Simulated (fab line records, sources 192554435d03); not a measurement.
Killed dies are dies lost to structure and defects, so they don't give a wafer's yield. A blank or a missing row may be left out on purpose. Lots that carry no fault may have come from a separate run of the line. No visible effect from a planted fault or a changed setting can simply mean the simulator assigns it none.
Lot-split experiment	flow n5-finfet	route with 1938 steps; 7 lots, 39 wafers read

## ABOUT THE SPLIT
At N5_MOL_CONTACT_COAG_SPUTTER_143 (material Co, target thk 2.5 nm), the setting target-thk-a was moved away from the recipe's 25 angstrom on 15 of the 39 wafers read, by -49.9% to +42.4%. This setting was run at the recipe's value on the other wafers.

The reading is taken at the split's own step.

## THE READING
Co_of_MOL_CONTACT_COAG_SPUTTER_143.thk-nm (the simulator's own value, which no gauge read), in nm, at N5_MOL_CONTACT_COAG_SPUTTER_143 (material Co, target thk 2.5 nm). No usual value for it is given in the file. Average 2.5 nm, standard deviation 0.12 nm, over the 24 wafers here run with the recipe.

wafer	tool, chamber at the split	target-thk-a as run, angstrom	against the recipe	Co_of_MOL_CONTACT_COAG_SPUTTER_143.thk-nm, nm	against lot-mates on the recipe
L078.1	pvd-sputter-01, -	29.86	+19.4%	2.8	+0.4
L078.4	pvd-sputter-01, -	29.86	+19.4%	2.8	+0.4
L078.6	pvd-sputter-01, -	29.86	+19.4%	2.8	+0.4
L078.2	pvd-sputter-01, -	25	recipe	2.4	-
L078.3	pvd-sputter-01, -	25	recipe	2.4	-
L078.5	pvd-sputter-01, -	25	recipe	2.4	-
L084.1	pvd-sputter-01, -	25	recipe	2.4	-
L084.2	pvd-sputter-01, -	25	recipe	2.4	-
L084.5	pvd-sputter-01, -	25	recipe	2.4	-
L084.3	pvd-sputter-01, -	15.39	-38.4%	1.4	-1.0
L084.4	pvd-sputter-01, -	15.39	-38.4%	1.4	-1.0
L084.6	pvd-sputter-01, -	15.39	-38.4%	1.6	-0.8
L087.1	pvd-sputter-02, -	25	recipe	2.4	-
L087.2	pvd-sputter-02, -	25	recipe	2.4	-
L087.3	pvd-sputter-02, -	25	recipe	2.4	-
L087.4	pvd-sputter-02, -	25	recipe	2.4	-
L087.5	pvd-sputter-02, -	25	recipe	2.4	-
L087.6	pvd-sputter-02, -	25	recipe	2.4	-
L088.1	pvd-sputter-02, -	25	recipe	2.4	-
L088.3	pvd-sputter-02, -	25	recipe	2.4	-
L088.5	pvd-sputter-02, -	25	recipe	2.4	-
L088.2	pvd-sputter-02, -	12.52	-49.9%	1.2	-1.2
L088.4	pvd-sputter-02, -	12.52	-49.9%	1.2	-1.2
L088.6	pvd-sputter-02, -	12.52	-49.9%	1.2	-1.2
L092.2	pvd-sputter-01, -	25	recipe	2.6	-
L092.3	pvd-sputter-01, -	25	recipe	2.6	-
L092.6	pvd-sputter-01, -	25	recipe	2.8	-
L094.1	pvd-sputter-03, -	33.13	+32.5%	3.4	+1.0
L094.5	pvd-sputter-03, -	33.13	+32.5%	3.4	+1.0
L094.2	pvd-sputter-03, -	25	recipe	2.4	-
L094.4	pvd-sputter-03, -	25	recipe	2.4	-
L094.6	pvd-sputter-03, -	25	recipe	2.4	-
L094.3	pvd-sputter-03, -	33.13	+32.5%	3.2	+0.8
L097.1	pvd-sputter-02, -	25	recipe	2.6	-
L097.3	pvd-sputter-02, -	25	recipe	2.6	-
L097.2	pvd-sputter-02, -	35.61	+42.4%	3.6	+0.9
L097.5	pvd-sputter-02, -	35.61	+42.4%	3.6	+0.9
L097.4	pvd-sputter-02, -	35.61	+42.4%	3.8	+1.1
L097.6	pvd-sputter-02, -	25	recipe	2.8	-

THE FIT
A straight line over all 39 wafers: Co_of_MOL_CONTACT_COAG_SPUTTER_143.thk-nm changes by +0.026 nm for each +1% of target-thk-a; r = +0.98; the points scatter about the line by 0.12 nm.
The same after taking each lot's own level away (the mean of its wafers on the recipe; 39 wafers): +0.0245 nm for each +1%; r = +0.99; scatter 0.076 nm.
The reading moves by 1.2 nm for the largest change in target-thk-a, on that fit.
The lots' own levels span 2.40 to 2.67 nm, that is 2.1 times the standard deviation above.
So the lot-to-lot level changes the slope little: the two slopes agree.
Check: -1.22 nm against its lot-mates is what the line predicts for one of the wafers moved furthest among these (-49.9%) when that wafer is left out of the fit. It came out at -1.2 nm against them.

## FURTHER SPLITS ON THESE WAFERS
These wafers also went through other splits before the reading. Each is held against what the fit with the lots' levels taken away leaves over:
other split on the same wafers	wafers away from the commonest value	r with Co_of_MOL_CONTACT_COAG_SPUTTER_143.thk-nm (lot level and that fit taken away)
N5_ZERO_LAYER_DEVELOP_10 develop-time-s	12	+0.20
N5_FIN_SAQP_ALD_61 ald-cycles	12	+0.04
N5_SD_EPI_N_DEVELOP_08 develop-time-s	12	-0.05

## FILE'S OWN FIT
Co_of_MOL_CONTACT_COAG_SPUTTER_143.thk-nm changes by +0.0245 nm for each +1% of target-thk-a, r = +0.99.
